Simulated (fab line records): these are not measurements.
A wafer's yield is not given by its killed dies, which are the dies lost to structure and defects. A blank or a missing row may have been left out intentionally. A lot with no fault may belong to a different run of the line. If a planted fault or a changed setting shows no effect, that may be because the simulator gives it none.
fab line records	flow n5-finfet
record: lots: 10	wafers: 29	last-day: 17
route steps=1938 shown WELL_APT@21 BEOL_M4@1111 PASSIVATION@1936
lots that met no fault: taken from a fault-free run of the same line
start-h: the number of hours between the record's first day and the start of the first shown wafer of the lot	wait-h: how many hours have passed since the lot's step before this one	" repeats the value in the row above	L1.1+2: a row that stands for several wafers	- no value present, or no start provided	* or withheld: withheld	< > ~ a bound
route shown NAME@n: a module of which the file shows steps, and the number in the route of the first	usual: average and standard deviation across the fault-free wafers	same: alike in all rows	chamber/n: place in a boat	sites: each site's reading	_std_site: how widely they spread, as a standard deviation	_edge_site: outer sites' mean less inner sites'	radius-mm: how far each site lies from the wafer's centre	mask NAME#n: copy n	behind: the tool/chamber that last shaped the wafer	hold: what put the lot on hold/how long, in hours/how the hold closed	device: transistor that didn't switch, given as n, p or np	end of line: at the end of the route, the tests of the same wafers	step lacking rows: just its recipe	killed: at the first sort, the dies lost to defects and structure; wafer yield is something else	map: a wafer's dies, marking killed ones x, the rest . and places with no die _
set.NAME: the run value of the setting; set.NAME@STEP: its run value at that earlier step	model.NAME: the simulator's own value behind a step, which no gauge read
route steps across a sampled set of lots; one table per step, one row per wafer
services: from which hour (start-h, from the record's first day; less than 0 if before it) a tool's chamber was out of use, for how many hours, and why
== steps ==
step: N5_WELL_APT_COAT_02
recipe: spin-rpm: 1357	resist-thk-nm: 950
usual: spin-speed-rpm: 1357.0/0.83
lot.wafer	tool	chamber	start-h	wait-h	spin-speed-rpm
L598.2	litho-track-03	0	13.29	-	1357.3
L598.5	"	0	"	"	1356.2
L599.3	litho-track-01	0	19.37	-	1358.0
L599.5	"	0	"	"	1357.2
L599.6	"	0	"	"	1355.8
L601.2	litho-track-01	0	31.52	-	1357.5
L601.4	"	0	"	"	1356.8
L601.6	"	0	"	"	1357.6
L605.1	litho-track-05	0	55.31	-	1355.7
L605.4	"	0	"	"	1355.8
L605.6	"	0	"	"	1356.3
L608.2	litho-track-01	0	73.42	-	1357.9
L608.4	"	0	"	"	1356.2
L608.6	"	0	"	"	1357.3
L609.1	litho-track-01	0	79.61	-	1357.5
L609.2	"	0	"	"	1358.1
L609.6	"	0	"	"	1357.6
L613.2	litho-track-01	0	103.77	-	1557.3
L613.4	"	0	"	"	1557.6
L613.5	"	0	"	"	1557.0
L616.2	litho-track-01	0	121.29	-	1557.5
L616.3	"	0	"	"	1556.5
L616.4	"	0	"	"	1557.3
L619.1	litho-track-03	0	140.07	-	1357.8
L619.3	"	0	"	"	1356.9
L619.4	"	0	"	"	1358.6
L620.1	litho-track-05	0	145.29	-	1355.7
L620.3	"	0	"	"	1356.2
L620.4	"	0	"	"	1355.6
step: N5_WELL_APT_CD_MEAS_08
recipe: target-cd-nm: 200	landing-energy-ev: 500	detector: se-inlens
usual: cd-nm: 200.3/1.7
lot.wafer	tool	chamber	start-h	wait-h	cd-nm
L598.2	cd-sem-03	0	13.56	-	198.6
L598.5	"	0	"	"	203.8
L599.3	cd-sem-02	0	19.76	-	201.8
L599.5	"	0	"	"	197.5
L599.6	"	0	"	"	197.7
L601.2	cd-sem-01	0	31.91	-	201.4
L601.4	"	0	"	"	197.5
L601.6	"	0	"	"	199.1
L605.1	cd-sem-02	0	55.71	-	204.0
L605.4	"	0	"	"	201.5
L605.6	"	0	"	"	200.6
L608.2	cd-sem-01	0	73.81	-	201.1
L608.4	"	0	"	"	198.4
L608.6	"	0	"	"	203.5
L609.1	cd-sem-02	0	79.88	-	200.1
L609.2	"	0	"	"	198.7
L609.6	"	0	"	"	200.9
L613.2	cd-sem-02	0	104.04	-	202.3
L613.4	"	0	"	"	201.0
L613.5	"	0	"	"	201.0
L616.2	cd-sem-03	0	121.69	-	203.8
L616.3	"	0	"	"	201.9
L616.4	"	0	"	"	205.0
L619.1	cd-sem-01	0	140.46	-	198.6
L619.3	"	0	"	"	201.4
L619.4	"	0	"	"	197.5
L620.1	cd-sem-03	0	145.56	-	200.3
L620.3	"	0	"	"	202.7
L620.4	"	0	"	"	199.4
step: N5_WELL_APT_RTA_34
recipe: temp-c: 1000	time-s: 10	ambient: N2	idle-temp-c: 600	ramp-up-c-per-s: 150	ramp-down-c-per-s: 60	cool-to-c: 600
usual: lamp-power-pct: 13.01/0.059	lamp_zone_4_pct: 12.995/0.023	wafer_temp_C_max: 1003.5/1
lot.wafer	tool	chamber	start-h	wait-h	lamp-power-pct	lamp_zone_4_pct	wafer_temp_C_max
L598.2	rtp-anneal-02	0	15.82	0.0	13.02	12.977	1004.8
L598.5	"	0	"	"	13.00	13.017	1005.1
L599.3	rtp-anneal-01	0	21.91	0.1	12.93	12.996	1004.9
L599.5	"	0	"	"	13.00	12.994	1004.1
L599.6	"	0	"	"	12.97	13.024	1003.9
L601.2	rtp-anneal-02	0	34.06	0.1	12.99	13.001	1004.4
L601.4	"	0	"	"	13.00	12.985	1007.2
L601.6	"	0	"	"	12.98	12.998	1002.7
L605.1	rtp-anneal-02	0	57.68	0.0	13.08	13.011	1003.8
L605.4	"	0	"	"	13.00	12.968	1003.0
L605.6	"	0	"	"	12.92	13.005	1002.0
L608.2	rtp-anneal-02	0	76.48	0.2	13.07	13.007	1003.3
L608.4	"	0	"	"	12.93	12.976	1004.3
L608.6	"	0	"	"	13.03	13.001	1004.1
L609.1	rtp-anneal-01	0	82.73	0.1	12.94	12.982	1005.0
L609.2	"	0	"	"	13.09	13.005	1002.5
L609.6	"	0	"	"	12.92	13.008	1002.4
L613.2	rtp-anneal-01	0	108.29	0.0	13.05	13.001	1005.1
L613.4	"	0	"	"	12.84	13.002	1005.5
L613.5	"	0	"	"	12.99	12.966	1003.0
L616.2	rtp-anneal-02	0	123.88	0.1	13.00	12.965	1003.3
L616.3	"	0	"	"	12.95	12.990	1002.0
L616.4	"	0	"	"	13.07	12.996	1002.8
L619.1	rtp-anneal-02	0	142.67	0.1	13.05	12.983	1004.1
L619.3	"	0	"	"	12.93	13.006	1002.8
L619.4	"	0	"	"	13.06	13.040	1004.3
L620.1	rtp-anneal-01	0	147.74	0.0	13.09	12.976	1002.6
L620.3	"	0	"	"	13.06	12.997	1004.6
L620.4	"	0	"	"	13.01	13.000	1003.2
step: N5_WELL_APT_EPI_41
recipe: material: Si	target-thk-a: 500	temp-c: 650	precursor: SiH4/H2	pressure-torr: 20	time-s: 297.7
usual: chamber-pressure-Torr: 20.00/0.045	susceptor-temp-C: 650.03/0.29	susceptor_temp_C_max: 651.5/0.48	throttle-valve-pct: 11.2/0.42
lot.wafer	tool	chamber	start-h	wait-h	chamber-pressure-Torr	susceptor-temp-C	susceptor_temp_C_max	throttle-valve-pct
L598.2	epi-rpcvd-02	0	16.14	0.1	20.04	650.48	652.0	11.3
L598.5	"	0	"	"	20.00	649.68	651.7	11.4
L599.3	epi-rpcvd-03	0	22.31	0.2	20.06	649.92	650.9	12.3
L599.5	"	0	"	"	19.98	650.20	651.3	11.5
L599.6	"	0	"	"	20.01	649.45	650.4	11.8
L601.2	epi-rpcvd-02	0	34.38	0.1	20.05	650.23	652.1	11.1
L601.4	"	0	"	"	20.07	649.85	651.6	11.3
L601.6	"	0	"	"	20.05	650.03	652.3	11.4
L605.1	epi-rpcvd-01	0	57.98	0.0	19.98	649.64	650.5	10.9
L605.4	"	0	"	"	19.99	649.89	651.3	10.7
L605.6	"	0	"	"	20.00	649.90	651.0	10.8
L608.2	epi-rpcvd-02	0	76.81	0.1	19.98	649.86	651.5	11.2
L608.4	"	0	"	"	19.99	649.65	651.2	11.2
L608.6	"	0	"	"	20.00	649.49	651.9	11.5
L609.1	epi-rpcvd-01	0	82.97	0.0	19.88	650.36	651.8	10.7
L609.2	"	0	"	"	19.85	650.72	652.0	10.6
L609.6	"	0	"	"	19.91	650.56	651.7	10.9
L613.2	epi-rpcvd-02	0	108.60	0.1	20.02	650.18	651.8	11.5
L613.4	"	0	"	"	20.05	649.82	651.5	11.4
L613.5	"	0	"	"	20.00	650.35	652.0	11.2
L616.2	epi-rpcvd-01	0	124.23	0.2	19.91	650.46	651.8	10.4
L616.3	"	0	"	"	19.98	650.20	651.6	10.8
L616.4	"	0	"	"	19.93	649.94	651.1	10.6
L619.1	epi-rpcvd-02	0	142.91	0.0	20.01	650.46	652.1	11.3
L619.3	"	0	"	"	20.02	650.13	651.5	11.4
L619.4	"	0	"	"	19.95	650.74	652.6	11.2
L620.1	epi-rpcvd-01	0	147.98	0.0	19.99	650.45	651.5	10.7
L620.3	"	0	"	"	20.00	650.53	651.7	11.1
L620.4	"	0	"	"	20.01	650.77	652.0	10.7
step: N5_BEOL_M4_RC_MEAS_101
usual: DIBL_N: 36.9/1.6	DIBL_P: 37.1/2	IOFF_N: 0.17/0.032	IOFF_P: 0.22/0.036	ION_N: 674/12	ION_P: 463/7.8	SS_N: 71.7/0.63	SS_P: 73.5/0.62	VT_N: 249/3.3	VT_P: -250/3.5
lot.wafer	tool	chamber	start-h	wait-h	DIBL_N[mV/V]	DIBL_P[mV/V]	IOFF_N[nA/um]	IOFF_P[nA/um]	ION_N[uA/um]	ION_P[uA/um]	SS_N[mV/dec]	SS_P[mV/dec]	VT_N[mV]	VT_P[mV]
L598.2	prober-01	0	179.83	0.2	36.2	35.7	0.16	0.21	685	463	72.0	73.2	248	-251
L598.5	"	0	"	"	38.1	38.2	0.20	0.25	693	468	72.9	74.0	245	-246
L599.3	prober-02	0	188.90	0.3	36.8	37.8	0.15	0.27	664	466	71.3	73.3	252	-245
L599.5	"	0	"	"	36.7	36.2	0.15	0.24	649	462	71.9	73.0	251	-247
L599.6	"	0	"	"	37.8	37.1	0.17	0.25	666	466	71.1	73.1	249	-244
L601.2	prober-01	0	195.17	0.2	38.6	39.4	0.20	0.29	679	469	71.8	74.3	247	-246
L601.4	"	0	"	"	36.9	39.0	0.18	0.29	689	474	72.1	73.9	249	-246
L601.6	"	0	"	"	35.1	35.2	0.14	0.21	664	464	71.2	73.3	252	-248
L605.1	prober-01	0	220.95	0.0	38.6	38.0	0.19	0.27	674	464	72.3	73.7	248	-247
L605.4	"	0	"	"	37.5	36.6	0.17	0.22	670	459	71.8	74.0	249	-250
L605.6	"	0	"	"	37.1	36.7	0.18	0.23	677	463	72.2	73.6	248	-246
L608.2	prober-01	0	238.07	0.2	40.8	38.5	0.25	0.22	689	457	72.4	73.9	242	-253
L608.4	"	0	"	"	38.9	37.9	0.20	0.21	679	457	71.8	74.1	245	-253
L608.6	"	0	"	"	39.1	39.2	0.22	0.23	700	467	71.7	74.0	244	-252
L609.1	prober-02	0	240.17	0.0	39.5	37.4	0.17	0.19	668	444	72.3	73.3	248	-253
L609.2	"	0	"	"	39.5	37.6	0.18	0.20	687	466	72.0	74.1	247	-252
L609.6	"	0	"	"	37.1	34.6	0.13	0.15	661	450	71.7	72.9	255	-258
L613.2	prober-01	0	257.42	0.2	38.2	39.2	0.21	0.25	688	465	72.6	74.0	247	-244
L613.4	"	0	"	"	37.9	39.5	0.21	0.25	679	465	72.9	73.4	246	-249
L613.5	"	0	"	"	35.0	36.4	0.15	0.21	662	457	71.8	73.9	248	-252
L616.2	prober-01	0	280.19	0.2	36.1	35.9	0.16	0.25	672	468	71.8	73.7	247	-246
L616.3	"	0	"	"	39.8	38.9	0.24	0.30	697	479	72.4	74.4	243	-243
L616.4	"	0	"	"	37.8	37.5	0.20	0.28	695	473	71.5	73.8	245	-244
L619.1	prober-01	0	300.02	0.0	36.6	38.6	0.18	0.22	679	459	72.4	73.8	250	-249
L619.3	"	0	"	"	37.0	40.2	0.19	0.25	675	459	72.4	74.0	248	-252
L619.4	"	0	"	"	37.5	40.7	0.20	0.27	683	468	72.8	74.1	246	-247
L620.1	prober-01	0	302.13	0.0	36.7	34.9	0.18	0.25	682	472	71.2	73.7	246	-246
L620.3	"	0	"	"	35.1	32.2	0.14	0.20	667	464	71.7	72.9	253	-249
L620.4	"	0	"	"	38.2	36.6	0.19	0.27	673	466	72.0	73.8	248	-245
step: N5_PASSIVATION_PROBE_49
usual: defect-limited-yield: 90.9/1.6	killed_at_M0_to_M3: 34/11	killed_at_M4_up: 14/5.7	killed-at-contacts: 13/6.5	killed-at-front-end: 43/11	killed-at-other: 4/3.1	killed-dies: 107/19	killed-open: 71/14	killed-short: 35/7.9	sort_bin_5_function: 5.3/1.1	sort_bin_6_memory: 3.4/0.74	sort-n-pass: 1073/19	sort-yield-pct: 90.9/1.6
same: gross-dies: 1180	killed-at-back-side: 0	sort_bin_4_leakage[%]: 0	sort_bin_8_speed[%]: 0
lot.wafer	tool	chamber	start-h	wait-h	defect-limited-yield[%]	killed_at_M0_to_M3	killed_at_M4_up	killed-at-contacts	killed-at-front-end	killed-at-other	killed-dies	killed-open	killed-short	sort_bin_5_function[%]	sort_bin_6_memory[%]	sort-n-pass	sort-yield-pct[%]
L599.3	prober-02	-	292.12	0.1	90.1	38	17	9	51	2	117	71	45	6.2	3.4	1063	90.1
L599.5	prober-02	-	292.22	0.2	91.2	48	13	6	29	8	104	62	42	4.7	3.8	1076	91.2
L599.6	prober-02	-	292.27	0.3	92.2	37	11	6	36	2	92	67	24	4.7	3.0	1088	92.2
L598.2	prober-01	-	292.48	0.1	90.9	26	19	12	46	4	107	75	32	5.7	3.1	1073	90.9
L598.5	prober-01	-	292.63	0.2	90.5	29	21	11	51	0	112	73	30	4.4	4.0	1068	90.5
L601.2	prober-02	-	302.77	0.1	89.3	43	19	19	44	1	126	83	42	6.0	4.1	1054	89.3
L601.4	prober-02	-	302.87	0.2	87.4	51	14	12	71	1	149	83	64	7.8	4.4	1031	87.4
L601.6	prober-02	-	302.97	0.3	91.4	49	9	5	35	4	102	71	30	6.2	2.3	1078	91.4
L605.1	prober-01	-	323.65	0.0	88.8	46	17	17	46	6	132	79	51	6.6	4.3	1048	88.8
L605.4	prober-01	-	323.80	0.2	88.3	46	17	21	44	10	138	82	56	6.4	5.1	1042	88.3
L605.6	prober-01	-	323.90	0.3	89.7	40	15	12	45	9	121	81	40	5.6	4.4	1059	89.7
L608.2	prober-01	-	336.69	0.1	90.2	36	15	14	47	4	116	75	41	4.5	4.7	1064	90.2
L608.4	prober-01	-	336.79	0.2	89.2	41	15	8	62	2	128	87	41	6.4	4.2	1052	89.2
L608.6	prober-01	-	336.89	0.3	90.3	29	8	15	58	5	115	73	37	4.6	4.2	1065	90.3
L609.1	prober-01	-	347.93	0.3	91.0	26	21	13	44	2	106	71	35	6.0	2.9	1074	91.0
L609.2	prober-01	-	347.98	0.4	90.0	31	16	37	34	0	118	80	37	5.9	3.8	1062	90.0
L609.6	prober-01	-	348.18	0.6	89.4	39	10	23	51	2	125	94	31	5.9	4.0	1055	89.4
L613.2	prober-02	-	357.19	0.1	89.7	38	30	18	31	5	122	81	40	6.1	4.1	1058	89.7
L613.4	prober-02	-	357.29	0.2	91.6	27	24	16	31	1	99	71	27	4.7	3.6	1081	91.6
L613.5	prober-02	-	357.34	0.2	90.9	42	15	6	42	2	107	69	32	5.3	3.1	1073	90.9
L616.2	prober-02	-	370.57	0.1	90.3	51	15	10	30	8	114	73	40	6.3	3.0	1066	90.3
L616.3	prober-02	-	370.62	0.1	93.9	39	5	7	21	0	72	42	30	3.8	2.2	1108	93.9
L616.4	prober-02	-	370.67	0.2	89.2	40	8	13	64	2	127	78	44	6.5	3.8	1053	89.2
L619.1	prober-01	-	407.05	0.0	91.6	26	13	8	41	11	99	58	34	5.4	2.5	1081	91.6
L619.3	prober-01	-	407.15	0.1	92.1	37	10	15	23	8	93	58	33	4.1	3.3	1087	92.1
L619.4	prober-01	-	407.20	0.2	91.9	30	9	5	46	5	95	66	28	5.1	2.7	1085	91.9
L620.1	prober-02	-	407.37	0.0	90.7	27	17	19	44	3	110	75	34	5.7	3.3	1070	90.7
L620.3	prober-02	-	407.47	0.1	89.6	33	18	19	46	7	123	84	36	5.9	4.0	1057	89.6
L620.4	prober-02	-	407.52	0.2	90.6	30	11	14	53	3	111	73	35	6.1	3.1	1069	90.6
killed by level:class
L599.3 FIN_SAQP:geometric-particle:short=20 FIN_SAQP:geometric-particle:open=13 BEOL_M0_SAQP:geometric-particle:short=12 BEOL_M0_SAQP:geometric-particle:open=10 MOL_CONTACT_COAG:geometric-particle:open=7 DUMMY_GATE:geometric-particle:open=6 BEOL_M1:geometric-particle:open=6 STI_FIN_REVEAL:geometric-particle:open=5
L599.5 BEOL_M0_SAQP:geometric-particle:open=17 BEOL_M0_SAQP:geometric-particle:short=13 BEOL_M1:geometric-particle:open=9 MOL_CONTACT_COAG:geometric-particle:open=6 GATE_CUT:geometric-particle:short=5 BEOL_M4:geometric-particle:open=5 FIN_SAQP:geometric-particle:open=4 GATE_CUT:geometric-particle:open=4
L599.6 FIN_SAQP:geometric-particle:open=13 BEOL_M0_SAQP:geometric-particle:short=11 BEOL_M0_SAQP:geometric-particle:open=11 MOL_CONTACT_COAG:geometric-particle:open=5 BEOL_M2:geometric-particle:open=5 STARTING-WAFER:geometric-particle:open=5 FIN_SAQP:geometric-particle:short=4 BEOL_M1:geometric-particle:open=4
L598.2 STI_FIN_REVEAL:geometric-particle:open=20 MOL_CONTACT_COAG:geometric-particle:open=11 BEOL_M4:geometric-particle:open=9 BEOL_M0_SAQP:geometric-particle:short=8 BEOL_M2:geometric-particle:open=7 BEOL_M1:geometric-particle:open=5 FIN_SAQP:geometric-particle:open=4 GATE_CUT:geometric-particle:short=4
L598.5 MOL_CONTACT_COAG:geometric-particle:open=10 STI_FIN_REVEAL:geometric-particle:open=9 BEOL_M2:geometric-particle:open=8 BEOL_M3:geometric-particle:open=8 HKMG_FIN:area-etch=8 BEOL_M4:geometric-particle:open=7 FIN_SAQP:geometric-particle:open=6 GATE_CUT:geometric-particle:short=5
L601.2 MOL_CONTACT_COAG:geometric-particle:open=16 BEOL_M0_SAQP:geometric-particle:short=11 FIN_SAQP:geometric-particle:open=10 BEOL_M3:geometric-particle:open=10 BEOL_M4:geometric-particle:open=10 BEOL_M0_SAQP:geometric-particle:open=9 FIN_SAQP:geometric-particle:short=8 DUMMY_GATE:geometric-particle:open=6
L601.4 BEOL_M0_SAQP:geometric-particle:open=14 BEOL_M0_SAQP:geometric-particle:short=12 ILD0:geometric-particle:short=11 BEOL_M2:geometric-particle:open=11 MOL_CONTACT_COAG:geometric-particle:open=10 FIN_SAQP:geometric-particle:short=8 GATE_CUT:geometric-particle:open=7 BEOL_M2:geometric-particle:short=7
L601.6 BEOL_M0_SAQP:geometric-particle:open=13 BEOL_M0_SAQP:geometric-particle:short=11 BEOL_M1:geometric-particle:open=8 FIN_SAQP:geometric-particle:open=7 STI_FIN_REVEAL:geometric-particle:open=7 BEOL_M2:geometric-particle:open=7 DUMMY_GATE:geometric-particle:open=6 GATE_CUT:geometric-particle:short=4
L605.1 MOL_CONTACT_COAG:geometric-particle:open=14 BEOL_M3:geometric-particle:open=12 FIN_SAQP:geometric-particle:short=10 STI_FIN_REVEAL:geometric-particle:open=9 BEOL_M0_SAQP:geometric-particle:short=9 FIN_SAQP:geometric-particle:open=8 BEOL_M4:geometric-particle:short=7 BEOL_M2:geometric-particle:open=5
L605.4 FIN_SAQP:geometric-particle:short=17 MOL_CONTACT_COAG:geometric-particle:open=17 BEOL_M3:geometric-particle:open=10 BEOL_M1:geometric-particle:open=9 BEOL_M0_SAQP:geometric-particle:short=8 BEOL_M4:geometric-particle:open=6 BEOL_M2:geometric-particle:open=6 FIN_SAQP:geometric-particle:open=5
L605.6 FIN_SAQP:geometric-particle:short=11 STI_FIN_REVEAL:geometric-particle:open=10 FIN_SAQP:geometric-particle:open=9 MOL_CONTACT_COAG:geometric-particle:open=9 BEOL_M0_SAQP:geometric-particle:short=7 BEOL_M0_SAQP:geometric-particle:open=7 BEOL_M2:geometric-particle:open=7 BEOL_M3:geometric-particle:open=6
L608.2 FIN_SAQP:geometric-particle:short=13 BEOL_M0_SAQP:geometric-particle:open=12 FIN_SAQP:geometric-particle:open=11 MOL_CONTACT_COAG:geometric-particle:open=11 STI_FIN_REVEAL:geometric-particle:open=10 BEOL_M0_SAQP:geometric-particle:short=10 BEOL_M3:geometric-particle:open=6 BEOL_M2:geometric-particle:open=4
L608.4 FIN_SAQP:geometric-particle:open=20 FIN_SAQP:geometric-particle:short=19 BEOL_M3:geometric-particle:open=17 STI_FIN_REVEAL:geometric-particle:open=12 BEOL_M0_SAQP:geometric-particle:open=8 MOL_CONTACT_COAG:geometric-particle:open=7 BEOL_M4:geometric-particle:open=6 BEOL_M0_SAQP:geometric-particle:short=5
L608.6 FIN_SAQP:geometric-particle:open=18 BEOL_M3:geometric-particle:open=12 MOL_CONTACT_COAG:geometric-particle:open=12 STI_FIN_REVEAL:geometric-particle:open=9 FIN_SAQP:geometric-particle:short=8 BEOL_M0_SAQP:geometric-particle:short=5 BEOL_M1:geometric-particle:open=4 STARTING-WAFER:geometric-particle:open=4
L609.1 STI_FIN_REVEAL:geometric-particle:open=14 BEOL_M4:geometric-particle:open=12 MOL_CONTACT_COAG:geometric-particle:open=9 BEOL_M1:geometric-particle:open=9 BEOL_M2:geometric-particle:open=7 FIN_SAQP:geometric-particle:open=6 GATE_CUT:geometric-particle:short=6 DUMMY_GATE:geometric-particle:open=5
L609.2 MOL_CONTACT_COAG:geometric-particle:open=26 MOL_CONTACT_COAG:geometric-particle:short=11 BEOL_M0_SAQP:geometric-particle:open=11 FIN_SAQP:geometric-particle:open=6 GATE_CUT:geometric-particle:short=6 BEOL_M5:geometric-particle:open=6 FIN_SAQP:geometric-particle:short=5 STARTING-WAFER:geometric-particle:short=5
L609.6 STI_FIN_REVEAL:geometric-particle:open=20 MOL_CONTACT_COAG:geometric-particle:open=19 BEOL_M1:geometric-particle:open=15 FIN_SAQP:geometric-particle:open=7 BEOL_M0_SAQP:geometric-particle:open=7 FIN_SAQP:geometric-particle:short=6 BEOL_M0_SAQP:geometric-particle:short=6 MOL_CONTACT_COAG:geometric-particle:short=4
L613.2 MOL_CONTACT_COAG:geometric-particle:open=17 BEOL_M4:geometric-particle:open=16 BEOL_M1:geometric-particle:short=8 BEOL_M3:geometric-particle:open=8 FIN_SAQP:geometric-particle:short=7 BEOL_M4:geometric-particle:short=7 BEOL_M2:geometric-particle:open=6 FIN_SAQP:geometric-particle:open=5
L613.4 BEOL_M3:geometric-particle:open=12 MOL_CONTACT_COAG:geometric-particle:open=11 BEOL_M4:geometric-particle:open=10 FIN_SAQP:geometric-particle:open=8 GATE_CUT:geometric-particle:short=6 STI_FIN_REVEAL:geometric-particle:open=5 BEOL_M1:geometric-particle:open=5 BEOL_M5:geometric-particle:open=5
L613.5 FIN_SAQP:geometric-particle:open=12 BEOL_M3:geometric-particle:open=10 BEOL_M4:geometric-particle:open=8 FIN_SAQP:geometric-particle:short=7 BEOL_M0_SAQP:geometric-particle:short=7 BEOL_M1:geometric-particle:open=7 STI_FIN_REVEAL:geometric-particle:open=6 BEOL_M0_SAQP:geometric-particle:open=5
L616.2 BEOL_M0_SAQP:geometric-particle:short=13 STI_FIN_REVEAL:geometric-particle:open=10 BEOL_M1:geometric-particle:open=10 BEOL_M3:geometric-particle:open=9 MOL_CONTACT_COAG:geometric-particle:open=8 BEOL_M0:geometric-particle:open=6 BEOL_M4:geometric-particle:open=6 BEOL_M0:geometric-particle:short=5
L616.3 BEOL_M0_SAQP:geometric-particle:short=18 STI_FIN_REVEAL:geometric-particle:open=10 MOL_CONTACT_COAG:geometric-particle:open=6 BEOL_M0_SAQP:geometric-particle:open=6 BEOL_M1:geometric-particle:open=5 BEOL_M0:geometric-particle:open=3 BEOL_M1:geometric-particle:short=3 FIN_SAQP:geometric-particle:open=2
L616.4 STI_FIN_REVEAL:geometric-particle:open=25 BEOL_M0_SAQP:geometric-particle:short=16 BEOL_M0_SAQP:geometric-particle:open=14 MOL_CONTACT_COAG:geometric-particle:open=7 MOL_CONTACT_COAG:geometric-particle:short=6 FIN_SAQP:geometric-particle:open=5 STI_FIN_REVEAL:geometric-particle:short=5 BEOL_M1:geometric-particle:open=5
L619.1 STI_FIN_REVEAL:geometric-particle:open=9 BEOL_M0_SAQP:geometric-particle:open=8 FIN_SAQP:geometric-particle:open=7 MOL_CONTACT_COAG:geometric-particle:open=7 FIN_SAQP:geometric-particle:short=6 DUMMY_GATE:geometric-particle:open=5 BEOL_M0_SAQP:geometric-particle:short=5 BEOL_M0:geometric-particle:short=5
L619.3 BEOL_M0_SAQP:geometric-particle:short=14 MOL_CONTACT_COAG:geometric-particle:open=13 BEOL_M0_SAQP:geometric-particle:open=11 BEOL_M10:geometric-particle:open=5 MIM_TOP_ETCH:geometric-particle:open=5 STI_FIN_REVEAL:geometric-particle:open=4 GATE_CUT:geometric-particle:open=4 BEOL_M1:geometric-particle:short=4
L619.4 FIN_SAQP:geometric-particle:short=11 FIN_SAQP:geometric-particle:open=10 BEOL_M0_SAQP:geometric-particle:open=7 STI_FIN_REVEAL:geometric-particle:open=6 BEOL_M1:geometric-particle:open=6 BEOL_M3:geometric-particle:open=5 GATE_CUT:geometric-particle:open=4 GATE_CUT:geometric-particle:short=4
L620.1 MOL_CONTACT_COAG:geometric-particle:open=18 STI_FIN_REVEAL:geometric-particle:open=12 BEOL_M4:geometric-particle:open=11 FIN_SAQP:geometric-particle:open=9 FIN_SAQP:geometric-particle:short=9 STARTING-WAFER:geometric-particle:short=7 BEOL_M0_SAQP:geometric-particle:short=6 BEOL_M2:geometric-particle:open=5
L620.3 MOL_CONTACT_COAG:geometric-particle:open=17 FIN_SAQP:geometric-particle:open=15 FIN_SAQP:geometric-particle:short=11 BEOL_M1:geometric-particle:open=9 BEOL_M4:geometric-particle:open=7 BEOL_M0_SAQP:geometric-particle:short=5 BEOL_M1:geometric-particle:short=5 STARTING-WAFER:geometric-particle:open=5
L620.4 FIN_SAQP:geometric-particle:open=15 MOL_CONTACT_COAG:geometric-particle:open=11 BEOL_M0_SAQP:geometric-particle:short=9 STI_FIN_REVEAL:geometric-particle:open=9 FIN_SAQP:geometric-particle:short=8 DUMMY_GATE:geometric-particle:open=6 BEOL_M0:geometric-particle:open=5 BEOL_M2:geometric-particle:open=5
== services ==
tool	chamber	start-h	hours	kind
epi-rpcvd-01	-	5.18	3.0	repair
rtp-anneal-02	-	8.53	3.6	pm
litho-track-01	-	30.23	-	consumable-replace:filter
litho-track-03	-	137.23	-	consumable-replace:filter
== key ==
first-sign: step: N5_WELL_APT_COAT_02	reading: spin-speed-rpm	direction: up	sigmas: 99+	usual: *	struck: *
effect none on later readings
met-at N5_WELL_APT_COAT_02
struck-lots L613,L616
not-acting-at N5_WELL_APT_CD_MEAS_08,N5_WELL_APT_RTA_34,N5_WELL_APT_EPI_41
onset-between 79.61 103.77
fault: kind: process-parameter-drift	tool: litho-track-01	chamber: -	onset-h: 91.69	steps: N5_WELL_APT_COAT_02	channel: spin-rpm	offset: *	shape: step	end-h: 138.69	acts-in: *	stated: *
